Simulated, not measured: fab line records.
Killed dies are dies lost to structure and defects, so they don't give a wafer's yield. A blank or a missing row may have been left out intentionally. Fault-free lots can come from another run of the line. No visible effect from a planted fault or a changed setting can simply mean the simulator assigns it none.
The tool behind it: which one? | flow n5-finfet | Sampling: 24 lots, 72 wafers, 6 of 1938 route steps

== WHAT THE GAUGES SHOWED, per wafer ==
N5_FIN_SAQP_THK_MEAS_07. Usual: thk-nm 59.8 nm, standard deviation 0.89.
lot  | measured    | on            | thk-nm (nm)    | flag
L074 | day 1 21:06 | film-metro-01 | 60.2 60.2 60.6 |
L075 | day 2 03:35 | film-metro-02 | 59.9 59.0 59.3 |
L076 | day 2 09:31 | film-metro-02 | 59.0 59.6 60.5 |
L077 | day 2 15:05 | film-metro-01 | 60.8 61.0 60.6 |
L078 | day 2 21:36 | film-metro-01 | 60.5 59.8 60.6 |
L079 | day 3 04:47 | film-metro-02 | 59.5 60.5 61.1 |
L080 | day 3 11:35 | film-metro-01 | 60.2 60.1 60.2 |
L081 | day 3 16:22 | film-metro-02 | 58.8 59.0 59.9 |
L082 | day 3 20:38 | film-metro-02 | 58.9 60.0 59.9 |
L083 | day 4 03:14 | film-metro-02 | 59.6 59.4 60.7 |
L084 | day 4 09:23 | film-metro-01 | 57.3 59.8 59.0 |
L085 | day 4 16:40 | film-metro-01 | 59.2 59.3 58.4 |
L086 | day 4 22:35 | film-metro-01 | 58.4 59.5 59.4 |
L087 | day 5 03:27 | film-metro-02 | 58.7 59.9 60.0 |
L088 | day 5 09:25 | film-metro-01 | 59.6 60.4 59.8 |
L089 | day 5 16:20 | film-metro-01 | 59.0 58.3 59.2 |
L090 | day 5 21:22 | film-metro-02 | 60.2 59.7 60.5 |
L091 | day 6 03:03 | film-metro-01 | 59.9 60.1 60.6 |
L092 | day 6 11:29 | film-metro-02 | 58.4 57.9 56.6 |
L093 | day 6 15:30 | film-metro-01 | 59.4 59.2 58.4 |
L094 | day 6 21:07 | film-metro-01 | 59.7 60.6 60.5 |
L095 | day 7 03:26 | film-metro-02 | 58.4 58.6 60.6 |
L096 | day 7 09:44 | film-metro-02 | 59.6 60.6 60.9 |
L097 | day 7 15:26 | film-metro-02 | 58.8 59.9 60.1 |

N5_FIN_CUT_CD_MEAS_08: target cd 29.1 nm. Usual: cd-nm 29.17 nm, standard deviation 0.24.
lot  | measured    | on        | cd-nm (nm)        | flag
L074 | day 2 02:14 | cd-sem-01 | 29.72 29.34 29.13 |
L075 | day 2 09:21 | cd-sem-03 | 28.91 29.48 29.31 |
L076 | day 2 14:50 | cd-sem-01 | 29.18 29.13 28.60 |
L077 | day 2 21:07 | cd-sem-03 | 29.40 29.29 29.22 |
L078 | day 3 03:32 | cd-sem-01 | 29.08 29.15 28.67 |
L079 | day 3 10:00 | cd-sem-01 | 29.08 29.28 29.20 |
L080 | day 3 19:31 | cd-sem-03 | 28.85 28.94 28.94 |
L081 | day 3 21:50 | cd-sem-01 | 29.15 29.19 29.06 |
L082 | day 4 02:03 | cd-sem-03 | 29.12 28.78 29.22 |
L083 | day 4 08:53 | cd-sem-02 | 28.80 28.80 28.79 |
L084 | day 4 14:38 | cd-sem-03 | 29.44 29.29 29.70 |
L085 | day 4 23:12 | cd-sem-01 | 29.22 28.88 29.64 |
L086 | day 5 04:07 | cd-sem-01 | 29.26 29.48 29.34 |
L087 | day 5 08:42 | cd-sem-01 | 29.15 29.15 29.26 |
L088 | day 5 15:05 | cd-sem-02 | 29.03 29.26 29.10 |
L089 | day 5 21:40 | cd-sem-03 | 28.94 29.46 28.84 |
L090 | day 6 02:54 | cd-sem-03 | 29.33 29.64 29.28 |
L091 | day 6 09:34 | cd-sem-03 | 29.11 29.28 29.14 |
L092 | day 6 16:54 | cd-sem-02 | 29.41 28.90 29.22 |
L093 | day 6 21:39 | cd-sem-03 | 29.23 28.95 29.20 |
L094 | day 7 04:01 | cd-sem-01 | 28.96 28.88 28.64 |
L095 | day 7 09:04 | cd-sem-02 | 29.04 29.27 28.66 |
L096 | day 7 15:10 | cd-sem-03 | 29.30 29.29 29.22 |
L097 | day 7 20:38 | cd-sem-03 | 29.33 29.09 29.11 |

== WHAT TOOL EACH LOT RAN ON (gives the tool, then ch and the chambers of the sampled wafers, and finally the start) ==
lot  | N5_FIN_SAQP_ETCH_65             | N5_FIN_SAQP_ETCH_69               | N5_FIN_SAQP_RECESS_71             | N5_FIN_SAQP_ETCH_64
L074 | rie-si-03 ch 0,2,3, day 1 23:50 | rie-diel-01 ch 0,1,2, day 2 00:24 | vapor-etch-01 ch 0,1, day 2 00:34 | rie-si-01 ch 0,3, day 2 01:32
L075 | rie-si-01 ch 0,1,3, day 2 06:22 | rie-diel-01 ch 1,2,3, day 2 06:56 | vapor-etch-01 ch 0,1, day 2 07:05 | rie-si-03 ch 0,1,3, day 2 08:38
L076 | rie-si-05 ch 0,3, day 2 12:21   | rie-diel-01 ch 1,2,3, day 2 12:55 | vapor-etch-02 ch 1, day 2 13:04   | rie-si-01 ch 2,3, day 2 14:16
L077 | rie-si-01 ch 0,1,2, day 2 17:50 | rie-diel-06 ch 0,2, day 2 18:31   | vapor-etch-02 ch 0,1, day 2 18:43 | rie-si-03 ch 0,1,2, day 2 20:25
L078 | rie-si-03 ch 0,1,2, day 3 00:59 | rie-diel-01 ch 0,1,3, day 3 01:32 | vapor-etch-02 ch 0,1, day 3 01:42 | rie-si-01 ch 0,2, day 3 02:50
L079 | rie-si-01 ch 0,1,3, day 3 07:34 | rie-diel-02 ch 1,2,3, day 3 08:09 | vapor-etch-01 ch 0,1, day 3 08:19 | rie-si-03 ch 0,1,3, day 3 09:18
L080 | rie-si-01 ch 1,2,3, day 3 14:44 | rie-diel-01 ch 1,2,3, day 3 15:22 | vapor-etch-01 ch 0,1, day 3 15:31 | rie-si-03 ch 1,2,3, day 3 16:38
L081 | rie-si-05 ch 0,1, day 3 19:19   | rie-diel-01 ch 1,2, day 3 20:00   | vapor-etch-01 ch 0,1, day 3 20:12 | rie-si-03 ch 0,1, day 3 21:08
L082 | rie-si-03 ch 2,3, day 3 23:37   | rie-diel-02 ch 1,3, day 4 00:20   | vapor-etch-02 ch 0,1, day 4 00:29 | rie-si-01 ch 0,3, day 4 01:29
L083 | rie-si-01 ch 2,3, day 4 06:26   | rie-diel-01 ch 0,2, day 4 07:02   | vapor-etch-02 ch 0,1, day 4 07:12 | rie-si-03 ch 0,1,2, day 4 08:11
L084 | rie-si-05 ch 1,2,3, day 4 12:08 | rie-diel-02 ch 0,2,3, day 4 12:42 | vapor-etch-01 ch 0,1, day 4 12:52 | rie-si-03 ch 0,2,3, day 4 13:56
L085 | rie-si-01 ch 0,2,3, day 4 19:33 | rie-diel-01 ch 1,2,3, day 4 20:14 | vapor-etch-02 ch 0,1, day 4 20:23 | rie-si-03 ch 0,1,3, day 4 22:38
L086 | rie-si-01 ch 2,3, day 5 01:28   | rie-diel-06 ch 1,3, day 5 02:02   | vapor-etch-02 ch 0,1, day 5 02:12 | rie-si-01 ch 0,2, day 5 03:32
L087 | rie-si-01 ch 0,2,3, day 5 06:12 | rie-diel-06 ch 0,1, day 5 06:47   | vapor-etch-02 ch 0, day 5 06:57   | rie-si-01 ch 1,3, day 5 07:59
L088 | rie-si-01 ch 1,2,3, day 5 12:25 | rie-diel-06 ch 0,1,2, day 5 13:13 | vapor-etch-01 ch 0,1, day 5 13:23 | rie-si-05 ch 1,2,3, day 5 14:23
L089 | rie-si-01 ch 1,3, day 5 19:05   | rie-diel-06 ch 0,1,3, day 5 19:39 | vapor-etch-01 ch 0,1, day 5 19:49 | rie-si-03 ch 0,2, day 5 21:06
L090 | rie-si-05 ch 0,1,2, day 6 00:20 | rie-diel-06 ch 0,1, day 6 00:53   | vapor-etch-02 ch 0,1, day 6 01:06 | rie-si-01 ch 0,1,2, day 6 02:20
L091 | rie-si-01 ch 0,1,2, day 6 07:08 | rie-diel-06 ch 0,1,3, day 6 07:43 | vapor-etch-02 ch 0, day 6 07:53   | rie-si-01 ch 0,1, day 6 08:52
L092 | rie-si-01 ch 0,1, day 6 14:19   | rie-diel-01 ch 0,2,3, day 6 14:56 | vapor-etch-01 ch 0,1, day 6 15:06 | rie-si-01 ch 0,1, day 6 16:09
L093 | rie-si-01 ch 0,1, day 6 18:52   | rie-diel-06 ch 1,2,3, day 6 19:26 | vapor-etch-01 ch 0,1, day 6 19:36 | rie-si-05 ch 1,2, day 6 20:57
L094 | rie-si-03 ch 0,1, day 7 01:02   | rie-diel-02 ch 1,2,3, day 7 01:36 | vapor-etch-02 ch 0,1, day 7 01:46 | rie-si-01 ch 0,1, day 7 03:19
L095 | rie-si-03 ch 1,2,3, day 7 06:37 | rie-diel-06 ch 1,3, day 7 07:11   | vapor-etch-01 ch 0,1, day 7 07:20 | rie-si-03 ch 1,2, day 7 08:22
L096 | rie-si-05 ch 1,2,3, day 7 12:47 | rie-diel-06 ch 0,3, day 7 13:21   | vapor-etch-02 ch 0,1, day 7 13:33 | rie-si-01 ch 2,3, day 7 14:35
L097 | rie-si-05 ch 1,2,3, day 7 18:13 | rie-diel-06 ch 2,3, day 7 18:47   | vapor-etch-01 ch 0,1, day 7 18:59 | rie-si-03 ch 0,1, day 7 19:56
- N5_FIN_SAQP_ETCH_65: etches SiO2 in CF4, target depth 4 nm, time 4.4 s.
- N5_FIN_SAQP_ETCH_69: etches SOC in N2/H2, stops on SiNx, target depth 150 nm.
- N5_FIN_SAQP_RECESS_71: chemistry HF/NH3, target SiO2, target depth 3 nm, afs cycles 1, sublimation time 60 s.
- N5_FIN_SAQP_ETCH_64: etches SiO2 in CF4, target depth 1.5 nm.

== WHAT THE TOOLS THEMSELVES READ (means of the sampled wafers that have a number; where no wafer has one, the mark that the record gives instead) ==
N5_FIN_SAQP_ETCH_65. Usual: drypump-motor-current-A 5.43 A, standard deviation 0.26; oes-product-au 1.001 a.u., standard deviation 0.023; throttle-valve-pct 21.72 %, standard deviation 0.18.
lot  | tool      | drypump-motor-current-A (A) | oes-product-au (a.u.) | throttle-valve-pct (%) | flag
L074 | rie-si-03 | 5.42                        | 1.033                 | 21.53                  |
L075 | rie-si-01 | 5.60                        | 1.008                 | 21.64                  |
L076 | rie-si-05 | 5.46                        | 0.998                 | 21.92                  |
L077 | rie-si-01 | 5.38                        | 0.989                 | 21.65                  |
L078 | rie-si-03 | 5.59                        | 1.016                 | 21.60                  |
L079 | rie-si-01 | 5.59                        | 1.000                 | 21.64                  |
L080 | rie-si-01 | 5.47                        | 0.993                 | 21.62                  |
L081 | rie-si-05 | 5.29                        | 1.002                 | 22.03                  |
L082 | rie-si-03 | 5.24                        | 1.040                 | 21.49                  |
L083 | rie-si-01 | 5.63                        | 1.013                 | 21.58                  |
L084 | rie-si-05 | 5.40                        | 0.997                 | 21.93                  |
L085 | rie-si-01 | 5.55                        | 1.011                 | 21.62                  |
L086 | rie-si-01 | 5.63                        | 0.998                 | 21.59                  |
L087 | rie-si-01 | 5.56                        | 1.012                 | 21.63                  |
L088 | rie-si-01 | 5.43                        | 0.990                 | 21.61                  |
L089 | rie-si-01 | 5.66                        | 1.006                 | 21.60                  |
L090 | rie-si-05 | 5.21                        | 0.989                 | 22.00                  |
L091 | rie-si-01 | 5.41                        | 0.994                 | 21.65                  |
L092 | rie-si-01 | 5.53                        | 1.000                 | 21.69                  |
L093 | rie-si-01 | 5.44                        | 0.986                 | 21.66                  |
L094 | rie-si-03 | 5.64                        | 0.999                 | 21.79                  |
L095 | rie-si-03 | 5.30                        | 1.013                 | 21.68                  |
L096 | rie-si-05 | 5.41                        | 0.995                 | 21.93                  |
L097 | rie-si-05 | 5.42                        | 0.995                 | 21.93                  |

N5_FIN_SAQP_ETCH_69. Usual: drypump-motor-current-A 5.8 A, standard deviation 0.51; oes-product-au 0.78 a.u., standard deviation 0.068; rf-vpp-V 241.0 V, standard deviation 1.4; showerhead-plenum-p-Torr 2.56 Torr, standard deviation 0.084; throttle-valve-pct 17.72 %, standard deviation 0.22.
lot  | tool        | drypump-motor-current-A (A) | oes-product-au (a.u.) | rf-vpp-V (V) | showerhead-plenum-p-Torr (Torr) | throttle-valve-pct (%) | flag
L074 | rie-diel-01 | 6.1                         | 0.78                  | 240.5        | 2.51                            | 17.54                  |
L075 | rie-diel-01 | 6.0                         | 0.83                  | 240.8        | 2.49                            | 17.55                  |
L076 | rie-diel-01 | 6.0                         | 0.83                  | 240.6        | 2.49                            | 17.55                  |
L077 | rie-diel-06 | 6.4                         | 0.74                  | 241.7        | 2.65                            | 17.96                  |
L078 | rie-diel-01 | 5.8                         | 0.84                  | 240.8        | 2.51                            | 17.54                  |
L079 | rie-diel-02 | 5.3                         | 0.80                  | 242.2        | 2.60                            | 17.80                  |
L080 | rie-diel-01 | 6.0                         | 0.81                  | 240.1        | 2.49                            | 17.57                  |
L081 | rie-diel-01 | 6.4                         | 0.78                  | 239.2        | 2.48                            | 17.56                  |
L082 | rie-diel-02 | 5.3                         | 0.73                  | 241.5        | 2.66                            | 18.11                  |
L083 | rie-diel-01 | 6.0                         | 0.75                  | 241.0        | 2.53                            | 17.56                  |
L084 | rie-diel-02 | 5.5                         | 0.84                  | 240.7        | 2.59                            | 17.76                  |
L085 | rie-diel-01 | 6.0                         | 0.80                  | 240.4        | 2.49                            | 17.60                  |
L086 | rie-diel-06 | 5.5                         | 0.77                  | 241.1        | 2.53                            | 17.74                  |
L087 | rie-diel-06 | 6.2                         | 0.72                  | 242.4        | 2.63                            | 17.99                  |
L088 | rie-diel-06 | 5.9                         | 0.75                  | 242.0        | 2.65                            | 17.93                  |
L089 | rie-diel-06 | 5.8                         | 0.73                  | 240.8        | 2.58                            | 17.88                  |
L090 | rie-diel-06 | 6.2                         | 0.71                  | 242.1        | 2.63                            | 18.00                  |
L091 | rie-diel-06 | 5.8                         | 0.73                  | 240.8        | 2.57                            | 17.88                  |
L092 | rie-diel-01 | 5.8                         | 0.77                  | 238.9        | 2.50                            | 17.62                  |
L093 | rie-diel-06 | 5.6                         | 0.76                  | 240.9        | 2.60                            | 17.82                  |
L094 | rie-diel-02 | 5.2                         | 0.76                  | 240.6        | 2.59                            | 17.85                  |
L095 | rie-diel-06 | 5.3                         | 0.75                  | 241.5        | 2.58                            | 17.83                  |
L096 | rie-diel-06 | 6.4                         | 0.88                  | 240.1        | 2.56                            | 17.67                  |
L097 | rie-diel-06 | 5.7                         | 0.75                  | 240.8        | 2.53                            | 17.78                  |

N5_FIN_SAQP_RECESS_71. Usual: drypump-motor-current-A 6.0 A, standard deviation 0.51; temp-c 30.01 C, standard deviation 0.11.
lot  | tool          | drypump-motor-current-A (A) | temp-c (C) | flag
L074 | vapor-etch-01 | 6.5                         | 29.89      |
L075 | vapor-etch-01 | 6.3                         | 29.95      |
L076 | vapor-etch-02 | 6.0                         | 29.98      |
L077 | vapor-etch-02 | 5.5                         | 30.15      |
L078 | vapor-etch-02 | 5.5                         | 30.05      |
L079 | vapor-etch-01 | 6.3                         | 29.98      |
L080 | vapor-etch-01 | 6.3                         | 30.07      |
L081 | vapor-etch-01 | 6.5                         | 30.08      |
L082 | vapor-etch-02 | 5.7                         | 29.97      |
L083 | vapor-etch-02 | 5.5                         | 30.03      |
L084 | vapor-etch-01 | 6.3                         | 30.12      |
L085 | vapor-etch-02 | 5.5                         | 30.11      |
L086 | vapor-etch-02 | 5.5                         | 30.07      |
L087 | vapor-etch-02 | 5.2                         | 30.14      |
L088 | vapor-etch-01 | 6.4                         | 29.98      |
L089 | vapor-etch-01 | 6.5                         | 30.08      |
L090 | vapor-etch-02 | 5.7                         | 30.03      |
L091 | vapor-etch-02 | 5.2                         | 30.00      |
L092 | vapor-etch-01 | 6.4                         | 30.04      |
L093 | vapor-etch-01 | 6.5                         | 29.94      |
L094 | vapor-etch-02 | 5.7                         | 30.00      |
L095 | vapor-etch-01 | 6.5                         | 30.03      |
L096 | vapor-etch-02 | 5.7                         | 29.96      |
L097 | vapor-etch-01 | 6.5                         | 29.92      |

N5_FIN_SAQP_ETCH_64. Usual: drypump-motor-current-A 5.45 A, standard deviation 0.27; oes-product-au 1.006 a.u., standard deviation 0.026; throttle-valve-pct 21.65 %, standard deviation 0.18.
lot  | tool      | drypump-motor-current-A (A) | oes-product-au (a.u.) | throttle-valve-pct (%) | flag
L074 | rie-si-01 | 5.71                        | 1.014                 | 21.65                  |
L075 | rie-si-03 | 5.48                        | 1.004                 | 21.71                  |
L076 | rie-si-01 | 5.61                        | 1.010                 | 21.58                  |
L077 | rie-si-03 | 5.58                        | 1.029                 | 21.59                  |
L078 | rie-si-01 | 5.51                        | 1.003                 | 21.66                  |
L079 | rie-si-03 | 5.49                        | 1.014                 | 21.72                  |
L080 | rie-si-03 | 5.33                        | 1.013                 | 21.67                  |
L081 | rie-si-03 | 5.66                        | 1.004                 | 21.79                  |
L082 | rie-si-01 | 5.76                        | 1.023                 | 21.61                  |
L083 | rie-si-03 | 5.58                        | 1.026                 | 21.60                  |
L084 | rie-si-03 | 5.39                        | 1.020                 | 21.51                  |
L085 | rie-si-03 | 5.48                        | 1.003                 | 21.71                  |
L086 | rie-si-01 | 5.36                        | 1.000                 | 21.64                  |
L087 | rie-si-01 | 5.49                        | 0.983                 | 21.62                  |
L088 | rie-si-05 | 5.40                        | 0.993                 | 21.93                  |
L089 | rie-si-03 | 5.49                        | 1.046                 | 21.42                  |
L090 | rie-si-01 | 5.40                        | 0.993                 | 21.66                  |
L091 | rie-si-01 | 5.44                        | 0.990                 | 21.67                  |
L092 | rie-si-01 | 5.54                        | 1.003                 | 21.68                  |
L093 | rie-si-05 | 5.16                        | 1.001                 | 21.98                  |
L094 | rie-si-01 | 5.55                        | 0.995                 | 21.68                  |
L095 | rie-si-03 | 5.46                        | 1.013                 | 21.76                  |
L096 | rie-si-01 | 5.61                        | 1.002                 | 21.42                  |
L097 | rie-si-03 | 5.66                        | 1.000                 | 21.78                  |

== THE ANSWER, worked out from the rows above alone ==
Rule: take the mean of a lot's wafers that have a number; if it is more than 3 standard deviations from the usual mean, the lot is off. Also off: a lot with no number at a reading for which 4 or more lots have one. Any other lot the step has rows for is counted as sound. The gauges are gone through in route order, then the tools' own readings, and for those a lot's mean is taken as printed above. The first step at which some lot is off is used, and at that step the reading that is off furthest; a lot without a number counts as furthest.
Nothing can be told from this: no lot is off at any reading shown.

== WHAT THE SIMULATOR PUT IN ==
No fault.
